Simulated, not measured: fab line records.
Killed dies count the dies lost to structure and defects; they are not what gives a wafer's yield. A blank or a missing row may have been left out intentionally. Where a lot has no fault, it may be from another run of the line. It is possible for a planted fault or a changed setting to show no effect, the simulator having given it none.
fab line records -- flow nand-harc
record lots=5, wafers=15, last-day=25
route steps=1159 shown A_CONTACT@946 END@1159
lots untouched by any fault: they come from a run of this same line in which no faults occurred
start-h: hours from the record's opening day to when the first of the lot's shown wafers began -- wait-h: time in hours since the lot's previous step -- " identical to the entry in the row above -- L1.1+2: one row covering several wafers at once -- - no value, or no start given -- * or withheld: withheld -- < > ~ a bound
route shown NAME@n: a module of which the file shows steps, and the number in the route of the first -- usual: the fault-free wafers' mean and standard deviation -- same: alike in all rows -- chamber/n: place in a boat -- sites: each site's reading -- _std_site: the values' standard deviation -- _edge_site: the outer-site mean with the inner-site mean subtracted -- radius-mm: how far each site lies from the wafer's centre -- mask NAME#n: copy n -- behind: tool/chamber where the wafer was last shaped -- hold: cause of the lot's hold/its duration in hours/its outcome -- device: whichever transistor did not switch (one of n, p or np) -- end of line: tests run on the same wafers once the route is complete -- a step given without rows: its recipe and nothing more -- killed: not the wafer's yield, but the dies lost to structure and defects at the first sort -- map: the dies of a wafer, with x for killed, . for not killed, _ for no die there
set.NAME: the run value of the setting; set.NAME@STEP: its run value at that earlier step -- model.NAME: the simulator's own value behind a step, which no gauge read
certain route steps with their lots: each step a table, each wafer a row
services: the hour from which a tool's chamber was out of use, counted from the record's first day as start-h (under 0 if before that day), plus the number of hours and why
## steps
# step NHARC_A_CONTACT_ETCH_137
# recipe source-w=withheld, pressure-mtorr=20, bias-v=3000, time-s=132, target-depth-a=12870, ar-flow-sccm=withheld, c4f8-flow-sccm=withheld, o2-flow-sccm=withheld, chemistry=C4F8/O2/Ar
lot.wafer,tool,chamber,start-h,wait-h,rf-hours-counter-h
L905.1,har-cap-etch-02,1,376.77,0.1,10
L905.6,har-cap-etch-02,0,376.77,0.1,-
L905.5,har-cap-etch-02,1,376.77,0.1,-
L906.2,har-cap-etch-03,1,397.76,0.1,87
L906.5,har-cap-etch-03,0,397.76,0.1,-
L906.6,har-cap-etch-03,1,397.76,0.1,-
L921.2,har-cap-etch-02,1,501.96,0.1,30
L921.6,har-cap-etch-02,0,501.96,0.1,-
L921.5,har-cap-etch-02,1,501.96,0.1,-
L926.1,har-cap-etch-02,0,519.79,0.1,34
L926.3,har-cap-etch-02,1,519.79,0.1,-
L926.5,har-cap-etch-02,0,519.79,0.1,-
L924.1,har-cap-etch-02,1,527.91,0.1,36
L924.3,har-cap-etch-02,1,527.91,0.1,-
L924.6,har-cap-etch-02,0,527.91,0.1,-
# step NHARC_A_CONTACT_ETCH_138
# recipe source-w=withheld, pressure-mtorr=20, bias-v=3000, time-s=132, target-depth-a=12890, ar-flow-sccm=withheld, c4f8-flow-sccm=withheld, o2-flow-sccm=withheld, chemistry=C4F8/O2/Ar
lot.wafer,tool,chamber,start-h,wait-h,rf-hours-counter-h
L905.1,har-cap-etch-02,1,376.89,0.1,10
L905.6,har-cap-etch-02,0,376.89,0.1,-
L905.5,har-cap-etch-02,1,376.89,0.1,-
L906.2,har-cap-etch-03,1,397.93,0.1,87
L906.5,har-cap-etch-03,0,397.93,0.1,-
L906.6,har-cap-etch-03,1,397.93,0.1,-
L921.2,har-cap-etch-02,1,502.08,0.1,31
L921.6,har-cap-etch-02,0,502.08,0.1,-
L921.5,har-cap-etch-02,1,502.08,0.1,-
L926.1,har-cap-etch-02,0,519.91,0.1,34
L926.3,har-cap-etch-02,1,519.91,0.1,-
L926.5,har-cap-etch-02,0,519.91,0.1,-
L924.1,har-cap-etch-02,1,528.04,0.1,36
L924.3,har-cap-etch-02,1,528.04,0.1,-
L924.6,har-cap-etch-02,0,528.04,0.1,-
# step NHARC_A_CONTACT_ETCH_139
# recipe source-w=withheld, pressure-mtorr=20, bias-v=400, time-s=137, target-depth-a=5900, ar-flow-sccm=withheld, c4f8-flow-sccm=11.5, o2-flow-sccm=7.2, chemistry=C4F8/O2/Ar
lot.wafer,tool,chamber,start-h,wait-h,rf-hours-counter-h
L905.1,har-cap-etch-02,1,377.03,0.1,10
L905.6,har-cap-etch-02,0,377.03,0.1,-
L905.5,har-cap-etch-02,1,377.03,0.1,-
L906.2,har-cap-etch-03,1,398.12,0.2,87
L906.5,har-cap-etch-03,0,398.12,0.2,-
L906.6,har-cap-etch-03,1,398.12,0.2,-
L921.2,har-cap-etch-02,1,502.22,0.1,31
L921.6,har-cap-etch-02,0,502.22,0.1,-
L921.5,har-cap-etch-02,1,502.22,0.1,-
L926.1,har-cap-etch-02,0,520.05,0.1,34
L926.3,har-cap-etch-02,1,520.05,0.1,-
L926.5,har-cap-etch-02,0,520.05,0.1,-
L924.1,har-cap-etch-02,1,528.16,0.1,36
L924.3,har-cap-etch-02,1,528.16,0.1,-
L924.6,har-cap-etch-02,0,528.16,0.1,-
# step NHARC_A_CONTACT_ETCH_92
# recipe target-depth-a=400, over-etch-frac=0.5, time-s=85.7, ion-energy-ev=120, ch3f-flow-sccm=50, o2-flow-sccm=30, ar-flow-sccm=200, rf-w=500, bias-w=100, chemistry=CH3F/O2
# usual drypump-motor-current-A=5.7/0.49, o2-flow-sccm=29.99/0.091, oes-product-au=0.94/0.03, rf-vpp-V=243.4/1.7, showerhead-plenum-p-Torr=2.39/0.099, throttle-valve-pct=20.664/0.0084
lot.wafer,tool,chamber,start-h,wait-h,drypump-motor-current-A,o2-flow-sccm,oes-product-au,rf-hours-counter-h,rf-vpp-V,showerhead-plenum-p-Torr,throttle-valve-pct
L905.1,rie-diel-07,3,377.42,0.4,5.4,29.97,0.92,51,245.2,2.62,20.656
L905.5,rie-diel-07,1,377.42,0.4,6.3,30.25,0.93,-,244.8,2.53,20.674
L905.6,rie-diel-07,2,377.42,0.4,6.7,30.18,0.92,-,244.1,2.41,20.672
L906.2,rie-diel-11,0,398.54,0.4,6.0,29.80,1.02,8,244.1,2.50,20.650
L906.6,rie-diel-11,0,398.54,0.4,6.0,29.99,1.01,-,245.4,2.50,20.666
L906.5,rie-diel-11,1,398.54,0.4,5.1,29.86,0.98,-,240.5,2.31,20.665
L921.2,rie-diel-05,2,502.63,0.4,5.6,29.99,0.92,29,241.6,2.35,20.662
L921.6,rie-diel-05,0,502.63,0.4,5.6,30.02,0.93,-,243.1,2.30,20.648
L921.5,rie-diel-05,2,502.63,0.4,5.6,29.97,0.91,-,242.5,2.35,20.659
L926.3,rie-diel-11,2,520.45,0.3,5.1,30.04,1.00,48,244.1,2.33,20.645
L926.1,rie-diel-11,3,520.45,0.3,5.5,30.01,1.00,48,241.9,2.31,20.663
L926.5,rie-diel-11,1,520.45,0.3,5.1,29.94,0.99,-,242.3,2.29,20.672
L924.3,rie-diel-11,0,528.56,0.3,6.0,29.82,0.93,52,244.2,2.48,20.662
L924.1,rie-diel-11,3,528.56,0.3,5.5,30.02,0.93,52,241.1,2.31,20.658
L924.6,rie-diel-11,0,528.56,0.3,6.0,29.80,0.94,-,242.9,2.48,20.663
# step NHARC_A_CONTACT_ETCH_98
# recipe target-depth-a=200, over-etch-frac=0.5, time-s=10, ion-energy-ev=250, c4f6-flow-sccm=25, o2-flow-sccm=20, ar-flow-sccm=500, rf-w=600, bias-w=500, chemistry=C4F6/O2
# step NHARC_A_CONTACT_CD_MEAS_15
# usual cd-nm=90.1/0.75
lot.wafer,tool,chamber,start-h,wait-h,cd-nm
L905.1,cd-sem-01,-,377.61,-,90.8
L905.5,cd-sem-01,-,377.61,-,89.6
L905.6,cd-sem-01,-,377.61,-,90.5
L906.2,cd-sem-03,-,398.77,-,90.5
L906.5,cd-sem-03,-,398.77,-,90.0
L906.6,cd-sem-03,-,398.77,-,90.7
L921.2,cd-sem-03,-,502.91,-,90.8
L921.5,cd-sem-03,-,502.91,-,91.1
L921.6,cd-sem-03,-,502.91,-,89.0
L926.1,cd-sem-02,-,520.64,-,89.9
L926.3,cd-sem-02,-,520.64,-,87.9
L926.5,cd-sem-02,-,520.64,-,89.7
L924.1,cd-sem-01,-,528.87,-,90.2
L924.3,cd-sem-01,-,528.87,-,90.3
L924.6,cd-sem-01,-,528.87,-,89.4
# step NHARC_A_CONTACT_STRIP_107
# recipe n2-flow-sccm=150, h2-flow-sccm=150, ar-flow-sccm=0, bias-w=0, chemistry=N2/H2
# step NHARC_A_CONTACT_STRIP_108
# recipe cf4-flow-sccm=100, chf3-flow-sccm=30, ar-flow-sccm=0, bias-w=0, chemistry=CF4/CHF3
# step NHARC_A_CONTACT_STRIP_109
# recipe o2-flow-sccm=400, cos-flow-sccm=20, ar-flow-sccm=0, bias-w=0, chemistry=O2/COS
# step NHARC_A_CONTACT_ETCH_110
# recipe target-depth-a=500, overetch-a=50, time-s=27.5, ion-energy-ev=100, cf4-flow-sccm=80, o2-flow-sccm=20, ar-flow-sccm=0, rf-w=300, bias-w=100, chemistry=CF4/O2
# step NHARC_A_CONTACT_STRIP_26
# recipe o2-flow-sccm=500, ar-flow-sccm=0, bias-w=0, chemistry=O2
# step NHARC_A_CONTACT_STRIP_27
# recipe time-s=600, temp-c=30, chemistry=post-etch-residue-remover
# step NHARC_A_CONTACT_ALD_18
# recipe target-thk-a=30, pulse-time-s=1, ald-cycles=150, temp-c=450, material=TiN
# usual ald-cycles=150/0, heater-power-w=1071/140, precursor-pulse-height-rel=1.003/0.02
lot.wafer,tool,chamber,start-h,wait-h,ald-cycles,heater-power-w,precursor-pulse-height-rel
L905.1,ald-metal-02,3,378.60,-,150,913,0.988
L905.6,ald-metal-02,1,378.60,-,150,1171,0.997
L905.5,ald-metal-02,2,378.60,-,150,914,1.010
L906.2,ald-metal-02,1,399.76,-,150,1189,0.958
L906.5,ald-metal-02,3,399.76,-,150,923,1.006
L906.6,ald-metal-02,0,399.76,-,150,1078,1.022
L921.2,ald-metal-02,1,504.16,-,150,1184,1.022
L921.6,ald-metal-02,3,504.16,-,150,939,0.996
L921.5,ald-metal-02,0,504.16,-,70,1096,1.005
L926.3,ald-metal-04,0,521.84,-,150,1274,1.022
L926.1,ald-metal-04,1,521.84,-,150,1299,1.015
L926.5,ald-metal-04,1,521.84,-,150,1296,1.002
L924.1,ald-metal-04,2,530.03,-,150,1107,1.023
L924.3,ald-metal-04,3,530.03,-,150,1168,0.984
L924.6,ald-metal-04,1,530.03,-,150,1284,1.039
# step NHARC_A_CONTACT_CVD_19
# recipe target-thk-a=3000, temp-c=300, pressure-torr=40, wf6-flow-sccm=40, h2-flow-sccm=1600, ar-flow-sccm=1560, time-s=802, material=W
# usual heater-power-w=476/21, throttle-valve-pct=7.82/0.28
lot.wafer,tool,chamber,start-h,wait-h,heater-power-w,throttle-valve-pct
L905.1,cvd-w-01,1,-,-,488,8.31
L905.6,cvd-w-01,0,-,-,459,7.88
L905.5,cvd-w-01,1,-,-,494,8.30
L906.2,cvd-w-02,1,-,-,488,7.75
L906.6,cvd-w-02,1,-,-,487,7.73
L906.5,cvd-w-02,0,-,-,441,7.94
L921.2,cvd-w-01,0,-,-,474,7.59
L921.6,cvd-w-01,0,-,-,486,7.68
L921.5,cvd-w-01,1,-,-,498,7.80
L926.1,cvd-w-02,0,-,-,454,7.83
L926.3,cvd-w-02,1,-,-,496,8.05
L926.5,cvd-w-02,0,-,-,462,8.06
L924.1,cvd-w-01,0,-,-,476,7.49
L924.3,cvd-w-01,1,-,-,490,8.10
L924.6,cvd-w-01,0,-,-,478,7.53
# step NHARC_END_SORT_01
# recipe temp-c=25
# usual killed-at-array=28/11, killed-at-other=0.7/0.88, killed-at-periphery=3.1/2.2, killed-dies=31/12, killed-open=3.3/2, killed-short=2.0/1.6
# same gross-dies=677
lot.wafer,tool,chamber,start-h,wait-h,killed-at-array,killed-at-other,killed-at-periphery,killed-dies,killed-open,killed-short
L906.2,prober-01,0,452.21,2.8,34,1,3,38,2,4
L906.5,prober-01,0,454.61,3.7,23,0,5,28,3,3
L906.6,prober-01,0,455.40,4.0,32,3,7,42,3,6
L921.2,prober-01,0,570.86,2.8,39,2,1,42,1,0
L921.5,prober-01,0,573.31,3.8,671,3,3,677,4,4
L921.6,prober-01,0,574.12,4.1,32,0,5,37,3,4
L926.1,prober-02,0,585.58,2.5,49,0,5,54,5,0
L926.3,prober-02,0,587.17,3.1,55,0,2,57,5,5
L926.5,prober-02,0,588.76,3.7,51,0,1,52,4,4
# killed by level:class
L906.2 A_SLIT:chamber-film-flake=13 A_CHANNEL_HOLE_D1:chamber-film-flake=10 A_CONTACT:chamber-film-flake=4 A_STAIRCASE:chamber-film-flake=2 P_CONTACT:geometric-particle:short=1 P_M0:geometric-particle:short=1 A_ONON_D1:geometric-particle:short=1 A_STAIRCASE:geometric-particle:open=1
L906.5 A_CHANNEL_HOLE_D1:chamber-film-flake=12 A_SLIT:chamber-film-flake=5 A_CONTACT:geometric-particle:open=2 P_ZERO_WELL:chamber-film-flake=2 P_STI:geometric-particle:short=1 A_CHANNEL_FILL_D1:geometric-particle:open=1 A_WL_FILL:geometric-particle:short=1 A_BLC:geometric-particle:short=1
L906.6 A_CHANNEL_HOLE_D1:chamber-film-flake=14 A_SLIT:chamber-film-flake=8 THIN_TSV:chamber-film-flake=3 A_CONTACT:chamber-film-flake=3 P_STI:geometric-particle:open=2 A_ONON_D1:geometric-particle:short=2 P_M0:geometric-particle:short=1 A_CHANNEL_HOLE_D1:geometric-particle:short=1
L921.2 A_CHANNEL_HOLE_D1:chamber-film-flake=14 A_SLIT:chamber-film-flake=14 A_STAIRCASE:chamber-film-flake=5 A_WL_FILL:chamber-film-flake=2 THIN_TSV:chamber-film-flake=2 A_SGD_CUT:geometric-particle:open=1 P_M0:chamber-film-flake=1 A_ZERO_WELL:chamber-film-flake=1
L921.5 A_CONTACT:area-ald=632 A_SLIT:chamber-film-flake=14 A_CHANNEL_HOLE_D1:chamber-film-flake=12 THIN_TSV:chamber-film-flake=3 A_WL_FILL:geometric-particle:open=2 A_STAIRCASE:chamber-film-flake=2 A_WL_FILL:chamber-film-flake=2 A_CONTACT:chamber-film-flake=2
L921.6 A_CHANNEL_HOLE_D1:chamber-film-flake=13 A_SLIT:chamber-film-flake=10 A_WL_FILL:chamber-film-flake=3 A_ONON_D1:geometric-particle:short=2 P_GATE:chamber-film-flake=2 P_CONTACT:geometric-particle:open=1 P_M0:geometric-particle:short=1 A_SOURCE_PLATE:geometric-particle:short=1
L926.1 A_CHANNEL_HOLE_D1:chamber-film-flake=17 A_SLIT:chamber-film-flake=11 A_STAIRCASE:chamber-film-flake=6 A_CONTACT:chamber-film-flake=5 P_STI:chamber-film-flake=4 A_WL_FILL:geometric-particle:open=2 A_SGD_CUT:chamber-film-flake=2 A_WL_FILL:chamber-film-flake=2
L926.3 A_SLIT:chamber-film-flake=18 A_CHANNEL_HOLE_D1:chamber-film-flake=17 A_STAIRCASE:chamber-film-flake=9 A_CONTACT:geometric-particle:open=3 A_CHANNEL_FILL_D1:geometric-particle:short=2 A_ONON_D1:geometric-particle:open=1 A_CHANNEL_FILL_D1:geometric-particle:open=1 A_SGD_CUT:geometric-particle:short=1
L926.5 A_CHANNEL_HOLE_D1:chamber-film-flake=19 A_SLIT:chamber-film-flake=11 A_STAIRCASE:chamber-film-flake=10 A_CONTACT:chamber-film-flake=4 A_CHANNEL_FILL_D1:geometric-particle:short=2 A_BLC:geometric-particle:open=2 P_M0:geometric-particle:open=1 A_WL_FILL:geometric-particle:short=1
# map L921.5 (x killed, . not)
____________x____________
_________xxxxxxx_________
_______xxxxxxxxxxx_______
______xxxxxxxxxxxxx______
_____xxxxxxxxxxxxxxx_____
____xxxxxxxxxxxxxxxxx____
____xxxxxxxxxxxxxxxxx____
___xxxxxxxxxxxxxxxxxxx___
___xxxxxxxxxxxxxxxxxxx___
__xxxxxxxxxxxxxxxxxxxxx__
__xxxxxxxxxxxxxxxxxxxxx__
_xxxxxxxxxxxxxxxxxxxxxxx_
_xxxxxxxxxxxxxxxxxxxxxxx_
_xxxxxxxxxxxxxxxxxxxxxxx_
_xxxxxxxxxxxxxxxxxxxxxxx_
_xxxxxxxxxxxxxxxxxxxxxxx_
xxxxxxxxxxxxxxxxxxxxxxxxx
xxxxxxxxxxxxxxxxxxxxxxxxx
xxxxxxxxxxxxxxxxxxxxxxxxx
xxxxxxxxxxxxxxxxxxxxxxxxx
xxxxxxxxxxxxxxxxxxxxxxxxx
_xxxxxxxxxxxxxxxxxxxxxxx_
_xxxxxxxxxxxxxxxxxxxxxxx_
_xxxxxxxxxxxxxxxxxxxxxxx_
_xxxxxxxxxxxxxxxxxxxxxxx_
_xxxxxxxxxxxxxxxxxxxxxxx_
__xxxxxxxxxxxxxxxxxxxxx__
__xxxxxxxxxxxxxxxxxxxxx__
___xxxxxxxxxxxxxxxxxxx___
___xxxxxxxxxxxxxxxxxxx___
____xxxxxxxxxxxxxxxxx____
____xxxxxxxxxxxxxxxxx____
_____xxxxxxxxxxxxxxx_____
______xxxxxxxxxxxxx______
_______xxxxxxxxxxx_______
_________xxxxxxx_________
____________x____________
# map L905.1 (x killed, . not)
____________.____________
_________......._________
_______..........._______
______.............______
_____.x............._____
____xx...............____
____..x............x.____
___...................___
___...................___
__.....................__
__.....................__
_......................._
_......................._
_......................._
_......................._
_......................._
.............x.x.........
........x................
.........................
.........................
.......x.................
_......................._
_..................x...._
_xx...................x._
_.xx.................xxx_
_..x................xxxx_
__x...............x..xx__
__.................x..x__
___........xxx........___
___.......xx..x.......___
____......x.x........____
____.................____
_____.x....x.x......_____
______.............______
_______.x.....x..._______
_________......._________
____________.____________
## services
tool,chamber,start-h,hours,kind
ald-metal-02,-,364.82,10.0,pm
ald-metal-02,0,364.82,10.0,vent-cycle
ald-metal-02,1,364.82,10.0,vent-cycle
ald-metal-02,2,364.82,10.0,vent-cycle
ald-metal-02,3,364.82,10.0,vent-cycle
rie-diel-11,-,369.76,9.0,pm
rie-diel-11,0,369.76,9.0,vent-cycle
rie-diel-11,1,369.76,9.0,vent-cycle
rie-diel-11,2,369.76,9.0,vent-cycle
ald-metal-04,-,374.14,1.5,repair
cvd-w-02,-,378.31,13.0,pm
ald-metal-04,-,387.57,6.2,repair
rie-diel-05,1,402.40,9.1,repair
rie-diel-05,3,404.23,2.5,repair
rie-diel-07,-,405.52,9.0,pm
ald-metal-04,-,406.00,10.0,pm
ald-metal-02,-,429.70,1.8,repair
ald-metal-04,3,440.69,9.7,repair
rie-diel-07,3,470.36,5.2,repair
cvd-w-01,-,476.08,13.0,pm
rie-diel-05,2,490.41,3.5,repair
rie-diel-05,1,500.95,8.1,repair
rie-diel-05,-,518.63,9.0,pm
rie-diel-07,3,526.22,4.6,repair
## key
first-sign step=NHARC_A_CONTACT_ALD_18, reading=ald-cycles, direction=down, sigmas=99+, usual=150, struck=70
effect step=NHARC_END_SORT_01, reading=killed-at-array, direction=up, sigmas=57, usual=28, struck=671
more-kills-born-at NHARC_A_CONTACT_ALD_18@ald-metal-02=632
met-at NHARC_A_CONTACT_ALD_18
struck-wafers L921.5
later-rows-left-out L921.5
tester-left-out L921
onset-between 399.76 504.16
fault kind=process-parameter-drift, tool=ald-metal-02, chamber=0, onset-h=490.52, steps=NHARC_A_CONTACT_ALD_18, channel=ald-cycles, offset=-80, shape=step, end-h=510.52, acts-in=these-recipes-only, stated=150
# tester-left-out: of these lots the tester's yield and bins aren't shown, on N5 and GAA mostly nor the transistor test; their killed dies are dies lost to structure and defects alone, not to doping, threshold or leakage, so they don't give the yield
# later-rows-left-out: the simulator's readings of these wafers behind a module that went badly wrong aren't trusted and aren't shown, but for the sort
